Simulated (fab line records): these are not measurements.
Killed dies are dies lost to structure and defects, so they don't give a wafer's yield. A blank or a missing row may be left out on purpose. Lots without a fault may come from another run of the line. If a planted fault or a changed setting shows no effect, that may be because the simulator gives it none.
fab line records	flow n5_finfet
record: lots: 7	wafers: 19	last_day: 19
route steps=1938 shown BEOL_M0_SAQP@681 BEOL_M4@1111 PASSIVATION@1936
lots untouched by any fault: they come from a run of this same line in which no faults occurred
start_h: hours from the record's first day to the start of the lot's first wafer shown	wait_h: hours elapsed since this lot's preceding step	" the same as in the row above	L1.1+2: a row that stands for several wafers	- either no value or no given start	* or withheld: withheld	< > ~ a bound
route shown NAME@n: a module of which the file shows steps, and the number in the route of the first	usual: the fault-free wafers' mean and standard deviation	same: alike in all rows	chamber/n: place in a boat	sites: the reading at each site	_std_site: the standard deviation of these	_edge_site: mean of outer sites minus mean of inner sites	radius_mm: how far each site lies from the wafer's centre	mask NAME#n: copy n	behind: tool/chamber where the wafer was last shaped	hold: cause of the lot's hold/its duration in hours/its outcome	device: whichever transistor did not switch (one of n, p or np)	end of line: tests run on the same wafers once the route is complete	a step without rows: its recipe alone	killed: not the wafer's yield, but the dies lost to structure and defects at the first sort	map: a wafer's dies, marking killed ones x, the rest . and places with no die _
set.NAME: the setting the step ran with; set.NAME@STEP: the setting that earlier step ran with	model.NAME: the simulator's own value behind a step, which no gauge read
certain route steps with their lots: each step a table, each wafer a row
services: when a tool's chamber went out of use (start_h, in hours from the record's first day, below 0 if earlier), for how many hours, and the reason
== steps ==
step: N5_BEOL_M0_SAQP_COAT_72
recipe: resist: SiARC	temp_c: 220	time_s: 60	spin_rpm: 1500	resist_thk_nm: 15
step: N5_BEOL_M0_SAQP_COAT_87
recipe: resist: underlayer	temp_c: 205	time_s: 60	spin_rpm: 1500	resist_thk_nm: 5
step: N5_BEOL_M0_SAQP_COAT_34
recipe: resist: CAR-EUV	spin_rpm: 1500	resist_thk_nm: 30
step: N5_BEOL_M0_SAQP_EBR_36
recipe: solvent: PGMEA	ebr_width_mm: 1.5
step: N5_BEOL_M0_SAQP_SOFTBAKE_35
recipe: temp_c: 110	time_s: 60	resist: CAR-EUV
step: N5_BEOL_M0_SAQP_EXPOSE_37
recipe: mask_id: M0_CUT1	na: 0.33	source_shape: annular	sigma_inner: 0.35	sigma_outer: 0.8	polarization: unpolarized	target_cd_nm: 30	dose_mj: 44.75
step: N5_BEOL_M0_SAQP_PEB_38
recipe: peb_temp_c: 100	peb_time_s: 60	resist: CAR-EUV
step: N5_BEOL_M0_SAQP_DEVELOP_39
recipe: develop_time_s: 30	developer: TMAH	resist: CAR-EUV	rinse_liquid: surfactant_rinse	dry: air_spin	dev_temp_c: 23
step: N5_BEOL_M0_SAQP_CD_MEAS_40
recipe: target_cd_nm: 30	landing_energy_ev: 500	detector: se_inlens
usual: cd_nm: 30.05/0.23
lot.wafer	tool	chamber	start_h	wait_h	cd_nm
L514.1	cd_sem-01	0	110.90	-	30.10
L514.4	"	0	"	"	29.88
L514.6	"	0	"	"	29.97
L524.5	cd_sem-02	0	173.72	-	29.94
L524.6	"	0	"	"	29.64
L526.5	cd_sem-03	0	185.65	-	29.93
L526.6	"	0	"	"	29.82
L525.1	cd_sem-01	0	188.84	-	30.55
L525.2	"	0	"	"	29.92
L525.5	"	0	"	"	29.77
L528.2	cd_sem-01	0	199.03	-	30.50
L528.4	"	0	"	"	30.30
L528.6	"	0	"	"	30.55
L530.3	cd_sem-02	0	207.20	-	30.15
L530.5	"	0	"	"	29.99
L530.6	"	0	"	"	30.21
L537.1	cd_sem-02	0	250.34	-	29.89
L537.3	"	0	"	"	30.06
L537.4	"	0	"	"	30.18
step: N5_BEOL_M0_SAQP_OVL_MEAS_41
recipe: points_per_wafer: 522
usual: M0_CUT1_OVL: -0.1/0.6
lot.wafer	tool	chamber	start_h	wait_h	M0_CUT1_OVL[nm]
L514.1	overlay-02	0	110.93	0.0	-0.6
L514.4	"	0	"	"	-0.3
L514.6	"	0	"	"	-0.6
L524.5	overlay-02	0	173.77	0.0	0.3
L524.6	"	0	"	"	-0.4
L526.5	overlay-01	0	185.70	0.0	-0.8
L526.6	"	0	"	"	-0.9
L525.1	overlay-02	0	188.87	0.0	-0.5
L525.2	"	0	"	"	0.7
L525.5	"	0	"	"	0.7
L528.2	overlay-01	0	199.06	0.0	0.8
L528.4	"	0	"	"	0.9
L528.6	"	0	"	"	1.3
L530.3	overlay-01	0	207.24	0.0	-0.7
L530.5	"	0	"	"	-1.0
L530.6	"	0	"	"	-0.4
L537.1	overlay-01	0	250.37	0.0	0.2
L537.3	"	0	"	"	-0.5
L537.4	"	0	"	"	-0.3
step: N5_BEOL_M0_SAQP_INSPECT_42
recipe: mode: adi	inspect_instrument: brightfield
usual: raw_defect_count: 279/88
lot.wafer	tool	chamber	start_h	wait_h	raw_defect_count
L514.1	defect_inspect-02	-	110.99	0.1	220
L514.4	"	-	"	"	218
L514.6	"	-	"	"	318
L524.5	defect_inspect-01	-	173.80	0.0	203
L524.6	"	-	"	"	276
L526.5	defect_inspect-01	-	185.74	0.0	162
L526.6	"	-	"	"	199
L525.1	defect_inspect-01	-	188.93	0.1	266
L525.2	"	-	"	"	260
L525.5	"	-	"	"	302
L528.2	defect_inspect-02	-	199.11	0.0	174
L528.4	"	-	"	"	250
L528.6	"	-	"	"	237
L530.3	defect_inspect-01	-	207.28	0.0	157
L530.5	"	-	"	"	154
L530.6	"	-	"	"	108
L537.1	defect_inspect-02	-	250.43	0.1	442
L537.3	"	-	"	"	371
L537.4	"	-	"	"	327
step: N5_BEOL_M0_SAQP_DESCUM_45
recipe: chemistry: O2	time_s: 7	source_power_w: 50	bias_power_w: 20	pressure_mtorr: 20	rf_frequency_hz: 2.712e+07	temp_c: 40	resist: CAR-EUV	o2_flow_sccm: 225
usual: drypump_motor_current_A: 5.9/0.41	oes_product_au: 0.77/0.066	rf_vpp_V: 243.5/1.1	showerhead_plenum_p_Torr: 2.11/0.056	throttle_valve_pct: 20.44/0.12
lot.wafer	tool	chamber	start_h	wait_h	drypump_motor_current_A	oes_product_au	rf_hours_counter_h	rf_vpp_V	showerhead_plenum_p_Torr	throttle_valve_pct
L514.1	rie_diel-05	0	111.03	0.0	5.2	0.82	66	244.0	2.12	20.60
L514.4	"	1	"	"	5.9	0.75	148	245.4	2.18	20.46
L514.6	"	2	"	"	5.7	0.75	-	245.1	2.17	20.62
L524.5	rie_diel-03	1	173.85	0.0	6.0	0.88	-	242.7	2.05	20.33
L524.6	"	2	"	"	5.4	0.75	-	242.2	2.09	20.28
L526.5	rie_diel-03	0	185.79	0.0	6.4	0.73	-	243.0	2.06	20.41
L526.6	"	3	"	"	5.6	0.70	-	243.5	2.07	20.52
L525.1	rie_diel-03	2	188.96	0.0	5.5	0.74	181	244.1	2.09	20.29
L525.2	"	0	"	"	6.4	0.72	206	242.4	2.06	20.43
L525.5	"	0	"	"	6.4	0.72	-	242.7	2.06	20.42
L528.2	rie_diel-05	0	199.16	0.1	5.2	0.80	91	243.5	2.11	20.62
L528.4	"	2	"	"	5.7	0.73	204	245.2	2.16	20.66
L528.6	"	1	"	"	5.8	0.74	-	245.4	2.18	20.50
L530.3	rie_diel-04	2	207.32	0.0	6.5	0.73	210	242.6	2.08	20.35
L530.5	"	1	"	"	6.2	0.76	-	243.1	2.09	20.61
L530.6	"	2	"	"	6.6	0.73	-	244.7	2.08	20.37
L537.1	rie_diel-03	0	250.46	0.0	6.4	0.71	226	243.3	2.06	20.42
L537.3	"	1	"	"	6.0	0.85	56	241.1	2.04	20.36
L537.4	"	2	"	"	5.5	0.73	201	242.5	2.08	20.31
step: N5_BEOL_M0_SAQP_ETCH_88
recipe: chemistry: N2/H2	target: underlayer	target_depth_a: 65	time_s: 5.2	ion_energy_ev: 200	mask_material: CAR-EUV	pressure_mtorr: 30	source_w: 840	bias_w: 150	n2_flow_sccm: 200	h2_flow_sccm: 200	ends: cleared
usual: drypump_motor_current_A: 5.9/0.41	etch_rf_on_time_s: 5.17/0.097	oes_product_au: 0.65/0.058	rf_vpp_V: 524.5/2.2	showerhead_plenum_p_Torr: 2.56/0.069	throttle_valve_pct: 17.90/0.13
lot.wafer	tool	chamber	start_h	wait_h	drypump_motor_current_A	etch_rf_on_time_s	oes_product_au	rf_hours_counter_h	rf_vpp_V	showerhead_plenum_p_Torr	throttle_valve_pct
L514.1	rie_diel-05	0	111.06	0.0	5.2	5.17	0.72	66	523.8	2.58	18.11
L514.4	"	1	"	"	5.8	5.20	0.64	148	528.0	2.65	17.87
L514.6	"	2	"	"	5.7	5.19	0.63	-	528.7	2.63	18.04
L524.5	rie_diel-03	1	173.88	0.0	6.0	5.02	0.75	-	524.8	2.49	17.81
L524.6	"	2	"	"	5.4	3.85	0.75	-	524.2	2.53	17.75
L526.5	rie_diel-03	0	185.81	0.0	6.4	5.05	0.63	-	524.6	2.51	17.84
L526.6	"	3	"	"	5.6	3.82	0.72	-	523.2	2.52	18.00
L525.1	rie_diel-03	2	189.00	0.0	5.5	5.16	0.64	181	523.1	2.53	17.74
L525.2	"	0	"	"	6.4	3.86	0.74	206	525.8	2.51	17.90
L525.5	"	0	"	"	6.4	5.14	0.63	-	526.1	2.51	17.88
L528.2	rie_diel-05	0	199.20	0.0	5.2	5.17	0.69	91	525.3	2.57	18.17
L528.4	"	2	"	"	5.7	5.21	0.62	204	524.3	2.62	18.08
L528.6	"	1	"	"	5.8	5.18	0.62	-	526.5	2.64	17.91
L530.3	rie_diel-04	2	207.35	0.0	6.5	5.32	0.61	210	522.9	2.53	17.91
L530.5	"	1	"	"	6.2	5.28	0.63	-	523.5	2.54	18.08
L530.6	"	2	"	"	6.6	5.27	0.61	-	524.0	2.53	17.92
L537.1	rie_diel-03	0	250.50	0.0	6.3	5.09	0.61	226	520.9	2.50	17.90
L537.3	"	1	"	"	6.1	4.97	0.73	56	524.9	2.48	17.86
L537.4	"	2	"	"	5.5	5.03	0.63	201	523.6	2.52	17.77
step: N5_BEOL_M0_SAQP_ETCH_73
recipe: chemistry: CF4	target: SiARC	target_depth_a: 195	mask_material: CAR-EUV	time_s: 32.5	ion_energy_ev: 80	pressure_mtorr: 40	source_w: 545	bias_w: 36	Ar_flow_sccm: 100	cf4_flow_sccm: 100	ends: cleared
usual: drypump_motor_current_A: 5.9/0.41	etch_rf_on_time_s: 32.4/0.52	oes_product_au: 0.65/0.058	rf_vpp_V: 184.2/1.2	showerhead_plenum_p_Torr: 2.15/0.053	throttle_valve_pct: 15.62/0.15
lot.wafer	tool	chamber	start_h	wait_h	drypump_motor_current_A	etch_rf_on_time_s	oes_product_au	rf_hours_counter_h	rf_vpp_V	showerhead_plenum_p_Torr	throttle_valve_pct
L514.1	rie_diel-05	0	111.08	0.0	5.2	32.7	0.70	66	184.9	2.17	15.71
L514.4	"	1	"	"	5.8	32.7	0.63	148	184.7	2.23	15.65
L514.6	"	2	"	"	5.7	32.9	0.63	-	185.5	2.21	15.83
L524.5	rie_diel-03	1	173.90	0.0	6.0	31.7	0.76	-	182.3	2.09	15.40
L524.6	"	2	"	"	5.5	32.0	0.64	-	182.9	2.13	15.47
L526.5	rie_diel-03	0	185.84	0.0	6.4	32.5	0.63	-	184.6	2.12	15.68
L526.6	"	3	"	"	5.6	32.3	0.60	-	183.2	2.12	15.76
L525.1	rie_diel-03	2	189.01	0.0	5.5	32.2	0.63	181	184.3	2.13	15.48
L525.2	"	0	"	"	6.4	32.2	0.63	206	184.1	2.12	15.71
L525.5	"	0	"	"	6.4	31.9	0.63	-	184.4	2.12	15.67
L528.2	rie_diel-05	0	199.22	0.0	5.3	32.9	0.68	91	183.4	2.16	15.76
L528.4	"	2	"	"	5.7	33.0	0.61	204	185.2	2.21	15.88
L528.6	"	1	"	"	5.8	32.7	0.62	-	185.7	2.22	15.68
L530.3	rie_diel-04	2	207.37	0.0	6.5	32.7	0.62	210	184.0	2.12	15.58
L530.5	"	1	"	"	6.1	32.8	0.64	-	184.9	2.14	15.82
L530.6	"	2	"	"	6.5	32.9	0.61	-	182.2	2.12	15.59
L537.1	rie_diel-03	0	250.52	0.0	6.3	32.0	0.62	226	183.9	2.11	15.72
L537.3	"	1	"	"	6.0	31.9	0.73	56	183.3	2.09	15.44
L537.4	"	2	"	"	5.5	31.9	0.63	201	183.9	2.12	15.52
step: N5_BEOL_M4_RC_MEAS_101
usual: DIBL_N: 36.1/1.3	DIBL_P: 36.1/1.7	IOFF_N: 0.154/0.022	IOFF_P: 0.201/0.024	ION_N: 675/8.9	ION_P: 462/5.9	SS_N: 71.5/0.49	SS_P: 73.3/0.58	VT_N: 250.0/2.7	VT_P: -251.3/2.7
lot.wafer	tool	chamber	start_h	wait_h	DIBL_N[mV/V]	DIBL_P[mV/V]	IOFF_N[nA/um]	IOFF_P[nA/um]	ION_N[uA/um]	ION_P[uA/um]	SS_N[mV/dec]	SS_P[mV/dec]	VT_N[mV]	VT_P[mV]
L514.1	prober-01	0	163.86	0.0	35.2	34.6	0.139	0.198	663	464	71.4	73.6	249.6	-252.8
L514.4	"	0	"	"	37.3	37.2	0.171	0.234	680	472	72.4	73.3	249.8	-248.2
L514.6	"	0	"	"	37.0	37.0	0.178	0.227	677	467	72.2	73.1	247.3	-249.9
L524.5	prober-01	0	235.09	0.6	36.6	35.9	0.136	0.186	657	446	71.0	73.6	254.9	-253.1
L524.6	"	0	"	"	35.6	35.0	0.123	0.180	657	456	71.6	72.9	253.1	-252.1
L525.1	prober-02	0	259.55	0.0	35.9	36.1	0.152	0.199	681	461	71.5	73.4	251.1	-251.5
L525.2	"	0	"	"	36.7	36.9	0.163	0.224	686	466	71.7	73.6	245.8	-248.8
L525.5	"	0	"	"	34.7	35.1	0.138	0.193	675	464	71.1	72.3	250.6	-251.3
L526.5	prober-01	0	260.21	0.6	35.6	34.3	0.136	0.188	667	460	70.6	72.2	251.5	-249.8
L526.6	"	0	"	"	36.7	35.4	0.161	0.209	679	466	71.0	73.3	249.1	-251.8
L528.2	prober-02	0	261.80	0.2	38.4	37.6	0.202	0.243	695	473	71.5	74.3	244.1	-246.5
L528.4	"	0	"	"	36.5	35.5	0.163	0.202	678	464	71.0	72.9	246.5	-251.5
L528.6	"	0	"	"	38.9	37.6	0.215	0.260	681	467	72.3	74.5	242.8	-248.4
L530.3	prober-01	0	263.21	0.3	37.4	39.3	0.179	0.223	669	462	72.0	74.1	250.0	-251.3
L530.5	"	0	"	"	37.8	39.5	0.182	0.234	672	458	72.1	73.9	249.1	-248.8
L530.6	"	0	"	"	37.1	38.9	0.172	0.217	679	462	71.7	73.5	251.0	-253.8
L537.1	prober-01	0	322.46	0.0	34.4	34.5	0.120	0.148	673	461	71.5	72.9	253.3	-257.6
L537.3	"	0	"	"	37.1	37.9	0.162	0.182	677	459	71.4	73.9	248.8	-253.7
L537.4	"	0	"	"	35.9	36.7	0.149	0.175	671	456	72.4	73.4	249.1	-255.6
step: N5_PASSIVATION_PROBE_49
usual: defect_limited_yield: 90.9/1.3	killed_at_M0_to_M3: 35/10	killed_at_M4_up: 15/5.7	killed_at_contacts: 14/6.4	killed_at_front_end: 40/11	killed_at_other: 4/3.1	killed_dies: 108/16	killed_on_rim: 14/3.6	killed_open: 71/11	killed_short: 34/7.7	sort_bin_5_function: 5.4/0.9	sort_bin_6_memory: 3.4/0.61	sort_n_pass: 1072/16	sort_yield_pct: 90.9/1.3
same: gross_dies: 1180	killed_at_back_side: 0	sort_bin_4_leakage[%]: 0	sort_bin_8_speed[%]: 0
lot.wafer	tool	chamber	start_h	wait_h	defect_limited_yield[%]	killed_at_M0_to_M3	killed_at_M4_up	killed_at_contacts	killed_at_front_end	killed_at_other	killed_dies	killed_on_rim	killed_open	killed_short	sort_bin_5_function[%]	sort_bin_6_memory[%]	sort_n_pass	sort_yield_pct[%]
L514.1	prober-01	-	264.75	0.0	90.3	37	15	33	23	7	115	17	77	36	5.7	4.0	1065	90.3
L514.4	prober-01	-	264.90	0.2	91.0	24	15	17	48	2	106	14	82	24	5.4	3.3	1074	91.0
L514.6	prober-01	-	265.00	0.3	91.8	32	12	23	26	4	97	15	67	30	5.1	3.1	1083	91.8
L524.5	prober-02	-	355.08	0.2	91.1	32	10	8	52	3	105	12	68	36	4.7	3.6	1075	91.1
L524.6	prober-02	-	355.13	0.3	91.6	29	4	8	52	6	99	17	60	36	4.9	3.0	1081	91.6
L526.5	prober-01	-	364.97	0.2	92.2	25	18	15	33	1	92	10	68	24	4.2	3.1	1088	92.2
L526.6	prober-01	-	365.02	0.3	89.7	34	31	14	36	7	122	19	85	37	5.9	4.0	1058	89.7
L530.3	prober-01	-	369.69	0.1	91.9	44	11	6	32	2	95	14	65	30	4.7	2.9	1085	91.9
L530.5	prober-01	-	369.79	0.2	91.0	42	8	12	36	8	106	14	67	36	5.8	2.8	1074	91.0
L530.6	prober-01	-	369.84	0.3	91.5	31	11	15	39	4	100	16	63	34	5.0	3.1	1080	91.5
L525.1	prober-02	-	370.53	0.0	88.6	26	16	19	66	7	134	16	92	41	6.5	4.5	1046	88.6
L525.2	prober-02	-	370.58	0.1	90.6	37	14	14	42	4	111	12	78	33	5.7	3.6	1069	90.6
L525.5	prober-02	-	370.73	0.2	92.5	30	9	7	38	5	89	11	62	24	3.4	3.9	1091	92.5
L528.2	prober-02	-	373.13	0.1	91.7	27	16	15	35	5	98	14	73	25	4.8	3.1	1082	91.7
L528.4	prober-02	-	373.23	0.2	91.3	19	13	23	46	2	103	13	71	27	4.5	3.7	1077	91.3
L528.6	prober-02	-	373.33	0.3	92.5	32	13	11	28	4	88	13	54	33	4.2	3.2	1092	92.5
L537.1	prober-01	-	447.31	0.0	89.9	41	17	21	37	3	119	17	78	40	5.7	4.2	1061	89.9
L537.3	prober-01	-	447.41	0.1	89.6	44	14	15	46	4	123	19	81	41	6.0	4.0	1057	89.6
L537.4	prober-01	-	447.46	0.2	90.0	39	18	14	43	4	118	21	78	37	5.8	3.7	1062	90.0
killed by level:class
L514.1 MOL_CONTACT_COAG:geometric_particle:open=31 BEOL_M0_SAQP:geometric_particle:open=12 BEOL_M0_SAQP:geometric_particle:short=10 BEOL_M4:geometric_particle:open=8 FIN_SAQP:geometric_particle:short=6 BEOL_M2:geometric_particle:open=5 FIN_SAQP:geometric_particle:open=4 STARTING-WAFER:geometric_particle:short=4
L514.4 FIN_SAQP:geometric_particle:open=14 MOL_CONTACT_COAG:geometric_particle:open=14 STI_FIN_REVEAL:geometric_particle:open=11 BEOL_M1:geometric_particle:open=8 GATE_CUT:geometric_particle:open=8 BEOL_M0_SAQP:geometric_particle:short=6 STARTING-WAFER:geometric_particle:open=5 BEOL_M0_SAQP:geometric_particle:open=5
L514.6 MOL_CONTACT_COAG:geometric_particle:open=19 BEOL_M0_SAQP:geometric_particle:short=10 BEOL_M0_SAQP:geometric_particle:open=9 BEOL_M1:geometric_particle:open=7 FIN_SAQP:geometric_particle:open=5 DUMMY_GATE:geometric_particle:open=5 BEOL_M2:geometric_particle:open=5 MOL_CONTACT_COAG:geometric_particle:short=4
L524.5 FIN_SAQP:geometric_particle:short=12 FIN_SAQP:geometric_particle:open=10 GATE_CUT:geometric_particle:open=9 MOL_CONTACT_COAG:geometric_particle:open=8 BEOL_M2:geometric_particle:open=6 STI_FIN_REVEAL:geometric_particle:open=5 BEOL_M0_SAQP:geometric_particle:short=5 BEOL_M0:geometric_particle:open=5
L524.6 FIN_SAQP:geometric_particle:short=16 FIN_SAQP:geometric_particle:open=9 MOL_CONTACT_COAG:geometric_particle:open=8 BEOL_M2:geometric_particle:open=7 BEOL_M3:geometric_particle:open=7 STARTING-WAFER:geometric_particle:short=5 STI_FIN_REVEAL:geometric_particle:open=4 GATE_CUT:geometric_particle:open=4
L526.5 MOL_CONTACT_COAG:geometric_particle:open=13 FIN_SAQP:geometric_particle:open=10 FIN_SAQP:geometric_particle:short=10 BEOL_M3:geometric_particle:open=8 BEOL_M4:geometric_particle:open=7 BEOL_M1:geometric_particle:open=5 BEOL_M4:geometric_particle:short=5 BEOL_M0_SAQP:geometric_particle:open=4
L526.6 BEOL_M4:geometric_particle:open=20 FIN_SAQP:geometric_particle:open=15 MOL_CONTACT_COAG:geometric_particle:open=10 BEOL_M0_SAQP:geometric_particle:short=8 BEOL_M0_SAQP:geometric_particle:open=7 BEOL_M2:geometric_particle:open=7 BEOL_M3:geometric_particle:open=6 BEOL_M4:geometric_particle:short=5
L530.3 BEOL_M2:geometric_particle:open=11 FIN_SAQP:geometric_particle:open=7 BEOL_M2:geometric_particle:short=7 BEOL_M4:geometric_particle:open=7 BEOL_M1:geometric_particle:open=6 DUMMY_GATE:geometric_particle:open=6 BEOL_M0_SAQP:geometric_particle:open=6 BEOL_M3:geometric_particle:open=5
L530.5 MOL_CONTACT_COAG:geometric_particle:open=10 BEOL_M2:geometric_particle:open=10 GATE_CUT:geometric_particle:short=7 FIN_SAQP:geometric_particle:open=6 BEOL_M0_SAQP:geometric_particle:open=6 BEOL_M0_SAQP:geometric_particle:short=6 STI_FIN_REVEAL:geometric_particle:open=5 BEOL_M0:geometric_particle:open=5
L530.6 MOL_CONTACT_COAG:geometric_particle:open=10 BEOL_M2:geometric_particle:open=9 FIN_SAQP:geometric_particle:open=8 GATE_CUT:geometric_particle:open=7 GATE_CUT:geometric_particle:short=6 BEOL_M3:geometric_particle:open=6 BEOL_M4:geometric_particle:open=6 FIN_SAQP:geometric_particle:short=5
L525.1 FIN_SAQP:geometric_particle:open=21 MOL_CONTACT_COAG:geometric_particle:open=14 STI_FIN_REVEAL:geometric_particle:open=13 FIN_SAQP:geometric_particle:short=9 BEOL_M4:geometric_particle:open=8 BEOL_M3:geometric_particle:short=7 MOL_CONTACT_COAG:geometric_particle:short=5 BEOL_M0_SAQP:geometric_particle:short=5
L525.2 MOL_CONTACT_COAG:geometric_particle:open=12 FIN_SAQP:geometric_particle:open=10 STI_FIN_REVEAL:geometric_particle:open=10 BEOL_M0_SAQP:geometric_particle:open=9 BEOL_M0_SAQP:geometric_particle:short=8 FIN_SAQP:geometric_particle:short=7 BEOL_M4:geometric_particle:open=7 BEOL_M3:geometric_particle:open=6
L525.5 STI_FIN_REVEAL:geometric_particle:open=14 BEOL_M3:geometric_particle:open=10 FIN_SAQP:geometric_particle:short=7 MOL_CONTACT_COAG:geometric_particle:open=7 BEOL_M2:geometric_particle:open=4 STARTING-WAFER:geometric_particle:open=4 FIN_SAQP:geometric_particle:open=3 BEOL_M2:geometric_particle:short=3
L528.2 BEOL_M4:geometric_particle:open=11 MOL_CONTACT_COAG:geometric_particle:open=11 STI_FIN_REVEAL:geometric_particle:open=10 BEOL_M2:geometric_particle:open=7 BEOL_M0_SAQP:geometric_particle:open=6 MOL_CONTACT_COAG:geometric_particle:short=4 BEOL_M1:geometric_particle:open=4 BEOL_M3:geometric_particle:open=4
L528.4 MOL_CONTACT_COAG:geometric_particle:open=21 STI_FIN_REVEAL:geometric_particle:open=12 FIN_SAQP:geometric_particle:short=7 ILD0:geometric_particle:open=6 BEOL_M2:geometric_particle:open=6 ILD0:geometric_particle:short=5 BEOL_M1:geometric_particle:open=5 HKMG_FIN:area_etch=5
L528.6 MOL_CONTACT_COAG:geometric_particle:open=9 BEOL_M1:geometric_particle:open=9 BEOL_M0_SAQP:geometric_particle:short=8 FIN_SAQP:geometric_particle:short=5 BEOL_M0_SAQP:geometric_particle:open=5 GATE_CUT:geometric_particle:short=4 BEOL_M2:geometric_particle:open=4 FIN_SAQP:geometric_particle:open=3
L537.1 MOL_CONTACT_COAG:geometric_particle:open=19 BEOL_M0_SAQP:geometric_particle:short=13 FIN_SAQP:geometric_particle:open=11 BEOL_M3:geometric_particle:open=9 FIN_SAQP:geometric_particle:short=8 BEOL_M0_SAQP:geometric_particle:open=8 STI_FIN_REVEAL:geometric_particle:open=7 DUMMY_GATE:geometric_particle:open=4
L537.3 STI_FIN_REVEAL:geometric_particle:open=19 MOL_CONTACT_COAG:geometric_particle:open=12 FIN_SAQP:geometric_particle:open=11 BEOL_M0_SAQP:geometric_particle:short=9 BEOL_M2:geometric_particle:short=9 BEOL_M0_SAQP:geometric_particle:open=8 BEOL_M4:geometric_particle:open=7 STARTING-WAFER:geometric_particle:short=6
L537.4 MOL_CONTACT_COAG:geometric_particle:open=13 BEOL_M0_SAQP:geometric_particle:short=13 BEOL_M0_SAQP:geometric_particle:open=12 FIN_SAQP:geometric_particle:open=11 FIN_SAQP:geometric_particle:short=9 STI_FIN_REVEAL:geometric_particle:open=8 BEOL_M4:geometric_particle:open=7 BEOL_M0:geometric_particle:open=5
== services ==
tool	chamber	start_h	hours	kind
rie_diel-03	-	87.04	0.8	repair
rie_diel-04	3	95.97	9.2	repair
rie_diel-03	2	97.05	64.8	repair
rie_diel-05	-	140.08	0.4	repair
rie_diel-03	1	235.73	2.8	repair
== key ==
first_sign: step: N5_BEOL_M0_SAQP_ETCH_88	reading: etch_rf_on_time_s	direction: down	sigmas: 14	usual: *	struck: *
effect none on later readings
met_at N5_BEOL_M0_SAQP_ETCH_88
struck_wafers L524.6,L525.2,L526.6
fault: kind: process_parameter_drift	tool: rie_diel-03	chamber: -	onset_h: 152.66	steps: N5_BEOL_M0_SAQP_ETCH_88	channel: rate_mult	offset: 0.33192	shape: step	end_h: 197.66	scope: struck_wafers_only
